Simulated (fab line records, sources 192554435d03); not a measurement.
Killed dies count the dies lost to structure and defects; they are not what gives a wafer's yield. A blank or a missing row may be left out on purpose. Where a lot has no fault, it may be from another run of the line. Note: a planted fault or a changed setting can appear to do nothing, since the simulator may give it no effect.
fab line records	flow n5-finfet
record lots=10	wafers=30	last-day=17
route steps=1938 shown SD_EPI_P@305 ILD0@340 BEOL_M4@1111 PASSIVATION@1936
lots that met no fault: taken from a fault-free run of the same line
start-h: hours from the record's first day to the start of the lot's first wafer shown	wait-h: hours elapsed since this lot's preceding step	" same as the row above	L1.1+2: one row covering several wafers at once	- value missing, or start not given	* or withheld: withheld	< > ~ a bound
route shown NAME@n: NAME is a module with steps in the file, n the number in the route of the first one	usual: mean/standard deviation taken from wafers without a fault	same: alike in all rows	chamber/n: place in a boat	sites: the reading at each site	_std_site: the values' standard deviation	_edge_site: outer sites' mean less inner sites'	radius-mm: for every site, how far away it sits from the centre of the wafer	mask NAME#n: copy n	behind: tool/chamber where the wafer was last shaped	hold: cause of the lot's hold/its duration in hours/its outcome	device: the transistor (n, p or np) that didn't switch	end of line: tests of these same wafers at the route's end	for a step that has no rows: nothing shown but its recipe	killed: dies lost to structure and defects at the first sort, not the wafer's yield	map: a wafer's dies, x killed, . not, _ none there
set.NAME: the setting the step ran with; set.NAME@STEP: the setting that earlier step ran with	model.NAME: the simulator's own value behind a step, which no gauge read
route steps across a sampled set of lots; one table per step, one row per wafer
services: when a tool's chamber went out of use (start-h, in hours from the record's first day, below 0 if earlier), for how many hours, and the reason
## steps
# step N5_SD_EPI_P_INSPECT_11
# recipe mode=adi	inspect-instrument=macro
# usual raw-defect-count=2.1/1.4
lot.wafer	tool	chamber	start-h	wait-h	raw-defect-count
L435.3	defect-inspect-02	-	60.29	0.0	2
L435.4	"	-	"	"	1
L435.6	"	-	"	"	3
L436.3	defect-inspect-02	-	66.08	0.0	1
L436.4	"	-	"	"	1
L436.6	"	-	"	"	2
L439.3	defect-inspect-01	-	84.82	0.0	1
L439.4	"	-	"	"	1
L439.6	"	-	"	"	0
L440.1	defect-inspect-02	-	91.10	0.0	1
L440.4	"	-	"	"	1
L440.6	"	-	"	"	1
L441.1	defect-inspect-02	-	101.52	0.0	0
L441.2	"	-	"	"	3
L441.5	"	-	"	"	2
L443.1	defect-inspect-02	-	115.19	0.0	3
L443.2	"	-	"	"	1
L443.5	"	-	"	"	1
L451.1	defect-inspect-02	-	157.56	0.0	2
L451.3	"	-	"	"	3
L451.4	"	-	"	"	2
L452.2	defect-inspect-01	-	166.86	0.0	2
L452.5	"	-	"	"	3
L452.6	"	-	"	"	0
L453.1	defect-inspect-01	-	167.34	0.0	6
L453.2	"	-	"	"	3
L453.3	"	-	"	"	2
L456.1	defect-inspect-01	-	183.93	0.0	4
L456.2	"	-	"	"	2
L456.4	"	-	"	"	1
# step N5_SD_EPI_P_WET_ETCH_45
# recipe chemistry=dHF	dilution=withheld	time-s=10.7	target=SiO2	target-depth-a=20	temp-c=25	dry=ipa-marangoni	rinse-time-s=30	rinse-temp-c=23
lot.wafer	tool	chamber	start-h	wait-h
L435.3+4+6	wet-bench-03	0,3,2	61.10	0.1
L436.3+4+6	wet-bench-03	3,7,1	66.89	0.1
L439.3+4+6	wet-bench-02	3,1,2	85.63	0.1
L440.1+4+6	wet-bench-02	0,6,5	91.95	0.1
L441.1+2+5	wet-bench-03	0,3,2	102.35	0.1
L443.1+2+5	wet-bench-03	2,7,5	116.00	0.1
L451.1+3+4	wet-bench-03	6,0,7	158.38	0.1
L452.2+5+6	wet-bench-04	3,6,5	167.67	0.1
L453.1+2+3	wet-bench-03	7,4,0	168.44	0.1
L456.1+2+4	wet-bench-04	7,0,2	184.76	0.1
# step N5_SD_EPI_P_INSPECT_26
# recipe inspect-instrument=darkfield	mode=post-epi
# usual raw-defect-count=169/38
lot.wafer	tool	chamber	start-h	wait-h	raw-defect-count
L435.3	defect-inspect-01	-	64.05	0.0	251
L435.4	"	-	"	"	204
L435.6	"	-	"	"	222
L436.3	defect-inspect-02	-	70.71	0.0	124
L436.4	"	-	"	"	153
L436.6	"	-	"	"	95
L439.3	defect-inspect-01	-	89.41	0.0	206
L439.4	"	-	"	"	216
L439.6	"	-	"	"	205
L440.1	defect-inspect-02	-	95.73	0.0	149
L440.4	"	-	"	"	124
L440.6	"	-	"	"	131
L441.1	defect-inspect-01	-	106.12	0.0	176
L441.2	"	-	"	"	204
L441.5	"	-	"	"	218
L443.1	defect-inspect-02	-	119.82	0.0	133
L443.2	"	-	"	"	149
L443.5	"	-	"	"	182
L451.1	defect-inspect-02	-	161.31	0.0	161
L451.3	"	-	"	"	1530
L451.4	"	-	"	"	169
L452.2	defect-inspect-02	-	170.61	0.0	189
L452.5	"	-	"	"	181
L452.6	"	-	"	"	153
L453.1	defect-inspect-02	-	171.54	0.0	134
L453.2	"	-	"	"	103
L453.3	"	-	"	"	1463
L456.1	defect-inspect-01	-	187.70	0.0	176
L456.2	"	-	"	"	177
L456.4	"	-	"	"	206
# step N5_ILD0_CMP_07
# recipe stop-on=poly-Si	material=SiO2_flowable	t-overpolish-s=1.18	post-cmp-clean=alkaline-brush	down-force-psi=4.1491	platen-rpm=51.796	pad-velocity-m-s=1.0306	target-thk-nm=138.88
# usual edge-zone-pressure-frac=1.000/0.0051	motor-current-A=12.7/1.4	platen-rpm=51.79/0.032
lot.wafer	tool	chamber	start-h	wait-h	edge-zone-pressure-frac	motor-current-A	platen-rpm
L435.3	cmp-04	1	67.57	0.0	0.993	13.6	51.72
L435.4	"	0	"	"	1.002	11.7	51.80
L435.6	"	2	"	"	0.999	10.7	51.82
L436.3	cmp-03	1	74.30	0.0	1.001	13.7	51.79
L436.4	"	3	"	"	0.998	14.5	51.77
L436.6	"	1	"	"	0.997	13.9	51.80
L439.4	cmp-02	2	93.57	0.0	0.997	13.1	51.79
L439.3	"	3	"	"	0.998	14.1	51.80
L439.6	"	2	"	"	0.998	13.1	51.82
L440.1	cmp-03	1	100.33	0.1	1.005	13.6	51.85
L440.4	"	2	"	"	0.999	14.9	51.77
L440.6	"	3	"	"	0.991	14.5	51.78
L441.1	cmp-03	0	109.84	0.0	1.004	11.3	51.72
L441.2	"	3	"	"	0.996	14.6	51.81
L441.5	"	0	"	"	1.006	10.9	51.84
L443.2	cmp-03	1	123.49	0.1	1.002	14.0	51.79
L443.1	"	2	"	"	1.004	15.0	51.74
L443.5	"	1	"	"	1.006	14.0	51.83
L451.1	cmp-03	1	165.29	0.2	0.999	14.6	51.79
L451.3	"	2	"	"	1.005	14.5	51.85
L451.4	"	3	"	"	1.002	14.4	51.84
L452.2	cmp-02	1	174.67	0.0	1.001	11.9	51.79
L452.6	"	1	"	"	1.000	12.2	51.78
L452.5	"	2	"	"	0.996	13.7	51.80
L453.3	cmp-04	3	175.19	0.0	1.001	11.6	51.81
L453.1	"	0	"	"	0.988	11.7	51.86
L453.2	"	2	"	"	0.996	11.5	51.78
L456.4	cmp-03	1	191.33	0.0	0.999	13.5	51.83
L456.2	"	2	"	"	0.992	14.7	51.74
L456.1	"	0	"	"	0.996	11.3	51.80
# step N5_ILD0_CMP_12
# recipe stop-on=poly-Si	material=SiNx	t-overpolish-s=6	post-cmp-clean=alkaline-brush	down-force-psi=2.5	platen-rpm=51.8	pad-velocity-m-s=1.0307	target-thk-nm=17.67
# usual edge-zone-pressure-frac=1.000/0.0048	motor-current-A=9.4/1.1	overpolish-run-s=5.999/0.0091	platen-rpm=51.80/0.034	time-to-endpoint-s=28.8/2.8
lot.wafer	tool	chamber	start-h	wait-h	edge-zone-pressure-frac	motor-current-A	overpolish-run-s	platen-rpm	time-to-endpoint-s
L435.4	cmp-02	0	71.48	1.2	1.001	9.0	5.992	51.82	28.4
L435.3	"	1	"	"	1.004	8.9	6.005	51.74	26.5
L435.6	"	0	"	"	1.001	9.1	5.983	51.85	27.8
L436.3	cmp-04	1	78.17	1.1	0.998	9.8	5.986	51.86	35.9
L436.4	"	2	"	"	1.004	7.8	6.005	51.82	27.8
L436.6	"	1	"	"	1.002	9.7	6.003	51.83	31.7
L439.3	cmp-03	2	97.59	1.1	0.994	11.1	6.012	51.89	33.6
L439.4	"	3	"	"	0.992	11.5	6.010	51.81	27.8
L439.6	"	3	"	"	0.995	10.7	6.022	51.78	29.5
L440.1	cmp-04	3	104.28	1.1	0.994	8.1	5.999	51.80	26.8
L440.4	"	2	"	"	1.002	7.9	6.004	51.87	27.2
L440.6	"	0	"	"	0.999	8.1	5.988	51.83	27.9
L441.2	cmp-03	0	113.10	1.2	1.003	7.9	5.999	51.75	29.2
L441.1	"	1	"	"	0.989	10.0	5.999	51.77	27.7
L441.5	"	3	"	"	0.996	10.6	5.992	51.84	27.2
L443.2	cmp-03	2	127.06	1.5	0.997	10.9	5.997	51.77	31.6
L443.1	"	1	"	"	1.006	10.6	5.987	51.79	30.0
L443.5	"	2	"	"	1.003	11.2	6.011	51.74	32.4
L451.1	cmp-02	1	168.79	1.4	1.002	9.0	5.994	51.80	23.9
L451.3	"	2	"	"	1.002	9.4	6.018	51.78	27.1
L451.4	"	3	"	"	1.007	10.0	5.988	51.80	26.8
L452.2	cmp-04	0	177.88	1.1	1.002	7.8	5.995	51.80	30.5
L452.5	"	0	"	"	0.994	7.8	5.988	51.77	29.2
L452.6	"	1	"	"	0.995	9.8	5.994	51.75	31.0
L453.3	cmp-02	0	178.52	1.1	0.999	9.3	6.003	51.79	25.0
L453.1	"	2	"	"	0.994	9.5	6.001	51.81	26.3
L453.2	"	3	"	"	1.006	10.0	5.999	51.79	25.1
L456.1	cmp-03	1	194.56	1.1	0.999	10.4	5.996	51.80	28.0
L456.2	"	2	"	"	1.002	10.4	5.998	51.81	31.1
L456.4	"	3	"	"	0.990	10.8	5.988	51.78	24.0
# step N5_BEOL_M4_RC_MEAS_101
# usual DIBL_N=36.9/1.7	DIBL_P=36.7/2.1	IOFF_N=0.17/0.032	IOFF_P=0.22/0.036	ION_N=674/12	ION_P=461/7	SS_N=71.7/0.6	SS_P=73.4/0.67	VT_N=249/3.1	VT_P=-250/3.2
lot.wafer	tool	chamber	start-h	wait-h	DIBL_N[mV/V]	DIBL_P[mV/V]	IOFF_N[nA/um]	IOFF_P[nA/um]	ION_N[uA/um]	ION_P[uA/um]	SS_N[mV/dec]	SS_P[mV/dec]	VT_N[mV]	VT_P[mV]
L436.3	prober-02	0	186.05	0.3	35.1	33.9	0.13	0.15	653	449	70.7	73.5	251	-257
L436.4	"	0	"	"	37.2	36.8	0.17	0.19	682	455	71.6	73.1	251	-255
L436.6	"	0	"	"	37.5	35.1	0.17	0.16	677	451	71.5	73.5	248	-256
L435.3	prober-02	0	192.31	0.3	37.7	37.5	0.18	0.22	674	463	71.6	73.8	250	-249
L435.4	"	0	"	"	36.5	35.6	0.16	0.19	666	456	71.3	73.2	250	-252
L435.6	"	0	"	"	36.5	36.0	0.16	0.19	676	453	71.7	73.5	250	-252
L440.1	prober-01	0	196.96	0.0	38.8	41.7	0.23	0.27	694	468	72.2	74.3	245	-251
L440.4	"	0	"	"	36.9	38.2	0.18	0.21	676	452	71.8	73.9	250	-252
L440.6	"	0	"	"	37.5	38.4	0.19	0.21	683	456	71.6	74.3	248	-254
L439.3	prober-02	0	197.64	0.4	38.0	40.4	0.20	0.27	687	469	72.1	73.6	244	-246
L439.4	"	0	"	"	35.7	36.3	0.16	0.20	670	464	71.7	72.8	248	-251
L439.6	"	0	"	"	37.3	39.3	0.18	0.26	671	463	72.3	73.7	248	-248
L441.1	prober-01	0	200.16	0.0	36.3	36.9	0.17	0.23	685	471	71.0	73.6	245	-246
L441.2	"	0	"	"	35.7	35.5	0.14	0.21	662	460	71.5	73.7	250	-250
L441.5	"	0	"	"	37.0	37.6	0.17	0.25	676	467	71.1	72.9	248	-246
L443.1	prober-01	0	221.92	0.0	34.8	34.7	0.15	0.20	662	461	71.6	72.5	251	-249
L443.2	"	0	"	"	34.6	34.8	0.13	0.21	657	454	70.7	71.8	253	-252
L443.5	"	0	"	"	35.2	35.8	0.15	0.23	673	464	71.5	72.8	251	-249
L451.1	prober-02	0	270.93	0.0	38.5	38.0	0.19	0.24	676	466	71.9	73.7	248	-249
L451.3	"	0	"	"	35.0	34.8	0.13	0.20	654	458	71.2	72.8	252	-252
L451.4	"	0	"	"	32.8	32.0	0.11	0.16	660	455	70.6	72.6	253	-255
L452.2	prober-02	0	279.27	0.2	36.3	35.0	0.17	0.26	681	470	71.5	72.7	247	-245
L452.5	"	0	"	"	34.8	33.8	0.13	0.23	668	469	71.8	72.6	254	-245
L452.6	"	0	"	"	37.2	35.8	0.18	0.26	681	471	71.3	73.8	247	-245
L453.1	prober-01	0	285.93	0.0	37.1	37.7	0.17	0.27	679	465	72.8	73.5	248	-245
L453.2	"	0	"	"	36.4	35.5	0.15	0.22	668	461	71.0	73.3	252	-245
L453.3	"	0	"	"	38.0	38.3	0.21	0.28	702	472	73.2	74.1	244	-245
L456.1	prober-02	0	295.20	0.0	37.5	38.7	0.20	0.28	681	473	72.4	74.4	244	-247
L456.2	"	0	"	"	38.9	40.3	0.23	0.30	696	471	72.0	74.2	245	-243
L456.4	"	0	"	"	35.0	35.1	0.14	0.22	660	468	71.2	73.2	251	-249
# step N5_PASSIVATION_PROBE_49
# usual defect-limited-yield=91.7/1.5	killed_at_M0_to_M3=32/9.6	killed_at_M4_up=13/5.3	killed-at-contacts=12/6.8	killed-at-front-end=36/9.8	killed-at-other=4/3.1	killed-dies=98/17	killed-on-rim=13/4	killed-open=65/13	killed-short=32/8.5	sort_bin_5_function=4.9/0.93	sort_bin_6_memory=3.2/0.67	sort-n-pass=1082/17	sort-yield-pct=91.7/1.4
# same gross-dies=1180	killed-at-back-side=0	sort_bin_4_leakage[%]=0	sort_bin_8_speed[%]=0
lot.wafer	tool	chamber	start-h	wait-h	defect-limited-yield[%]	killed_at_M0_to_M3	killed_at_M4_up	killed-at-contacts	killed-at-front-end	killed-at-other	killed-dies	killed-on-rim	killed-open	killed-short	sort_bin_5_function[%]	sort_bin_6_memory[%]	sort-n-pass	sort-yield-pct[%]
L435.3	prober-02	-	288.37	0.1	92.3	50	7	9	21	4	91	14	54	36	4.4	3.1	1089	92.3
L435.4	prober-02	-	288.42	0.2	91.9	39	8	10	35	4	96	11	64	32	4.6	3.2	1084	91.9
L435.6	prober-02	-	288.52	0.3	92.7	37	12	4	27	6	86	15	50	35	3.8	3.2	1094	92.7
L443.1	prober-01	-	318.32	0.0	89.1	39	11	11	65	3	129	18	88	41	6.4	4.0	1051	89.1
L443.2	prober-01	-	318.37	0.1	90.6	38	12	17	41	3	111	8	79	30	5.4	3.5	1069	90.6
L443.5	prober-01	-	318.52	0.2	93.1	35	6	8	30	2	81	12	62	18	4.4	2.4	1099	93.1
L451.1	prober-01	-	374.44	0.0	93.9	22	9	3	34	4	72	5	49	20	3.8	2.2	1108	93.9
L451.3	prober-01	-	374.54	0.1	80.1	26	19	5	184	1	235	11	53	22	12.2	3.1	945	80.1
L451.4	prober-01	-	374.59	0.2	93.4	18	10	15	33	2	78	12	49	26	3.7	2.6	1102	93.4
L452.2	prober-01	-	386.76	0.1	91.1	15	9	33	45	3	105	8	63	40	5.5	3.0	1075	91.1
L452.5	prober-01	-	386.91	0.2	90.8	18	12	21	54	4	109	16	78	26	5.0	4.2	1071	90.8
L452.6	prober-01	-	386.96	0.3	93.7	17	7	11	34	5	74	4	49	21	3.5	2.7	1106	93.7
L453.1	prober-02	-	388.96	0.0	90.3	39	8	14	45	9	115	19	74	41	6.4	3.1	1065	90.3
L453.2	prober-02	-	389.01	0.1	90.0	49	14	19	35	1	118	21	76	42	6.3	3.3	1062	90.0
L453.3	prober-02	-	389.06	0.1	76.2	61	15	11	189	5	281	12	79	41	13.1	6.2	899	76.2
L456.1	prober-02	-	395.78	0.0	90.9	40	16	12	31	8	107	18	73	34	5.2	3.6	1073	90.9
L456.2	prober-02	-	395.83	0.1	89.1	45	15	14	46	9	129	17	84	45	6.9	3.6	1051	89.1
L456.4	prober-02	-	395.93	0.2	88.1	40	19	19	52	10	140	20	85	55	7.3	4.1	1040	88.1
# killed by level:class
L435.3 BEOL_M0_SAQP:geometric-particle:open=12 BEOL_M0_SAQP:geometric-particle:short=10 BEOL_M2:geometric-particle:open=9 MOL_CONTACT_COAG:geometric-particle:open=6 BEOL_M3:geometric-particle:open=6 BEOL_M0:geometric-particle:short=5 FIN_SAQP:geometric-particle:short=4 DUMMY_GATE:geometric-particle:open=3
L435.4 DUMMY_GATE:geometric-particle:open=13 MOL_CONTACT_COAG:geometric-particle:open=8 FIN_SAQP:geometric-particle:short=7 BEOL_M2:geometric-particle:open=7 BEOL_M3:geometric-particle:open=7 BEOL_M1:geometric-particle:short=6 BEOL_M1:geometric-particle:open=6 BEOL_M0_SAQP:geometric-particle:open=5
L435.6 BEOL_M0_SAQP:geometric-particle:short=14 BEOL_M0_SAQP:geometric-particle:open=11 FIN_SAQP:geometric-particle:short=4 BEOL_M2:geometric-particle:open=4 BEOL_M4:geometric-particle:open=4 FIN_SAQP:geometric-particle:open=3 STI_FIN_REVEAL:geometric-particle:open=3 DUMMY_GATE:geometric-particle:open=3
L443.1 FIN_SAQP:geometric-particle:open=30 FIN_SAQP:geometric-particle:short=21 BEOL_M1:geometric-particle:open=13 MOL_CONTACT_COAG:geometric-particle:open=10 BEOL_M0_SAQP:geometric-particle:open=10 BEOL_M2:geometric-particle:open=9 DUMMY_GATE:geometric-particle:short=4 BEOL_M8:geometric-particle:open=4
L443.2 MOL_CONTACT_COAG:geometric-particle:open=15 BEOL_M3:geometric-particle:open=15 FIN_SAQP:geometric-particle:open=13 STI_FIN_REVEAL:geometric-particle:open=8 FIN_SAQP:geometric-particle:short=7 BEOL_M2:geometric-particle:open=7 BEOL_M0_SAQP:geometric-particle:open=6 BEOL_M1:geometric-particle:open=4
L443.5 BEOL_M1:geometric-particle:open=12 FIN_SAQP:geometric-particle:open=9 MOL_CONTACT_COAG:geometric-particle:open=8 BEOL_M2:geometric-particle:open=7 STI_FIN_REVEAL:geometric-particle:open=6 BEOL_M0_SAQP:geometric-particle:short=5 BEOL_M3:geometric-particle:open=5 GATE_CUT:geometric-particle:short=4
L451.1 FIN_SAQP:geometric-particle:open=6 BEOL_M3:geometric-particle:open=6 STI_FIN_REVEAL:geometric-particle:open=6 GATE_CUT:geometric-particle:short=5 BEOL_M1:geometric-particle:open=5 BEOL_M4:geometric-particle:open=5 BEOL_M3:geometric-particle:short=4 STARTING-WAFER:geometric-particle:open=4
L451.3 SD_EPI_P:unspecified=158 STI_FIN_REVEAL:geometric-particle:open=9 BEOL_M4:geometric-particle:open=9 BEOL_M0:geometric-particle:short=6 BEOL_M1:geometric-particle:open=6 BEOL_M5:geometric-particle:open=6 MOL_CONTACT_COAG:geometric-particle:open=5 FIN_SAQP:geometric-particle:short=5
L451.4 FIN_SAQP:geometric-particle:short=11 MOL_CONTACT_COAG:geometric-particle:open=11 STI_FIN_REVEAL:geometric-particle:open=7 BEOL_M1:geometric-particle:open=7 ILD0:geometric-particle:open=4 MOL_CONTACT_COAG:geometric-particle:short=4 BEOL_M0_SAQP:geometric-particle:short=3 BEOL_M3:geometric-particle:open=3
L452.2 MOL_CONTACT_COAG:geometric-particle:open=26 STI_FIN_REVEAL:geometric-particle:open=11 FIN_SAQP:geometric-particle:short=7 MOL_CONTACT_COAG:geometric-particle:short=7 BEOL_M4:geometric-particle:open=6 BEOL_M0_SAQP:geometric-particle:open=5 BEOL_M0_SAQP:geometric-particle:short=5 FIN_SAQP:geometric-particle:open=4
L452.5 STI_FIN_REVEAL:geometric-particle:open=22 MOL_CONTACT_COAG:geometric-particle:open=17 GATE_CUT:geometric-particle:short=9 STI_FIN_REVEAL:geometric-particle:short=7 BEOL_M4:geometric-particle:open=6 BEOL_M2:geometric-particle:open=5 BEOL_M3:geometric-particle:open=4 BEOL_M1:geometric-particle:open=4
L452.6 STI_FIN_REVEAL:geometric-particle:open=11 MOL_CONTACT_COAG:geometric-particle:open=8 BEOL_M3:geometric-particle:open=5 BEOL_M4:geometric-particle:open=4 GATE_CUT:geometric-particle:open=3 BEOL_M1:geometric-particle:open=3 STARTING-WAFER:geometric-particle:short=3 STI_FIN_REVEAL:geometric-particle:short=2
L453.1 FIN_SAQP:geometric-particle:open=14 FIN_SAQP:geometric-particle:short=12 MOL_CONTACT_COAG:geometric-particle:open=11 BEOL_M0_SAQP:geometric-particle:short=11 BEOL_M0:geometric-particle:open=7 BEOL_M1:geometric-particle:open=6 BEOL_M2:geometric-particle:open=6 DUMMY_GATE:geometric-particle:open=5
L453.2 MOL_CONTACT_COAG:geometric-particle:open=17 BEOL_M0_SAQP:geometric-particle:short=15 BEOL_M1:geometric-particle:open=12 BEOL_M0_SAQP:geometric-particle:open=9 BEOL_M4:geometric-particle:open=8 FIN_SAQP:geometric-particle:open=6 BEOL_M2:geometric-particle:open=5 STARTING-WAFER:geometric-particle:open=5
L453.3 SD_EPI_P:unspecified=161 BEOL_M0_SAQP:geometric-particle:open=25 BEOL_M0_SAQP:geometric-particle:short=19 FIN_SAQP:geometric-particle:open=13 FIN_SAQP:geometric-particle:short=9 BEOL_M2:geometric-particle:open=8 MOL_CONTACT_COAG:geometric-particle:open=6 MOL_CONTACT_COAG:geometric-particle:short=5
L456.1 BEOL_M0_SAQP:geometric-particle:short=12 MOL_CONTACT_COAG:geometric-particle:open=11 BEOL_M0_SAQP:geometric-particle:open=10 FIN_SAQP:geometric-particle:open=7 BEOL_M3:geometric-particle:open=5 BEOL_M4:geometric-particle:open=5 STI_FIN_REVEAL:geometric-particle:open=4 STARTING-WAFER:geometric-particle:open=4
L456.2 MOL_CONTACT_COAG:geometric-particle:open=13 FIN_SAQP:geometric-particle:short=12 BEOL_M0_SAQP:geometric-particle:open=11 BEOL_M3:geometric-particle:open=10 FIN_SAQP:geometric-particle:open=8 BEOL_M0_SAQP:geometric-particle:short=8 BEOL_M1:geometric-particle:open=5 BEOL_M2:geometric-particle:open=5
L456.4 FIN_SAQP:geometric-particle:open=16 MOL_CONTACT_COAG:geometric-particle:open=16 FIN_SAQP:geometric-particle:short=14 BEOL_M0_SAQP:geometric-particle:short=11 BEOL_M3:geometric-particle:open=10 BEOL_M0_SAQP:geometric-particle:open=9 BEOL_M4:geometric-particle:open=6 BEOL_M4:geometric-particle:short=5
## services
tool	chamber	start-h	hours	kind
wet-bench-02	-	45.48	1.9	pm
cmp-02	-	49.85	4.0	pm
cmp-02	-	53.85	-	consumable-replace:conditioner
cmp-02	-	53.85	-	consumable-replace:pad
cmp-04	-	61.39	5.4	repair
cmp-02	-	65.13	3.5	repair
cmp-04	-	95.93	3.9	pm
cmp-04	-	118.36	4.0	pm
cmp-04	-	122.36	-	consumable-replace:conditioner
cmp-04	-	122.36	-	consumable-replace:pad
cmp-04	-	122.36	11.9	pm
cmp-03	-	134.79	2.7	repair
cmp-04	-	141.18	2.3	repair
cmp-03	-	166.05	3.6	pm
## key
first-sign step=N5_SD_EPI_P_INSPECT_26	reading=raw-defect-count	direction=up	sigmas=35	usual=169	struck=1496
effect step=N5_PASSIVATION_PROBE_49	reading=killed-at-front-end	direction=up	sigmas=15	usual=36	struck=186
more-kills-born-at N5_SD_EPI_P_WET_ETCH_45@wet-bench-03=319
met-at N5_SD_EPI_P_WET_ETCH_45
struck-lots L451,L453
struck-wafers L451.3,L453.3
not-acting-at N5_SD_EPI_P_INSPECT_11,N5_ILD0_CMP_07,N5_ILD0_CMP_12
onset-between 102.35 158.38
fault kind=chamber-particle-source	tool=wet-bench-03	chamber=0	onset-h=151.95	steps=N5_SD_EPI_P_WET_ETCH_45	rate-per-visit-cm2=2.1107	end-h=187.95
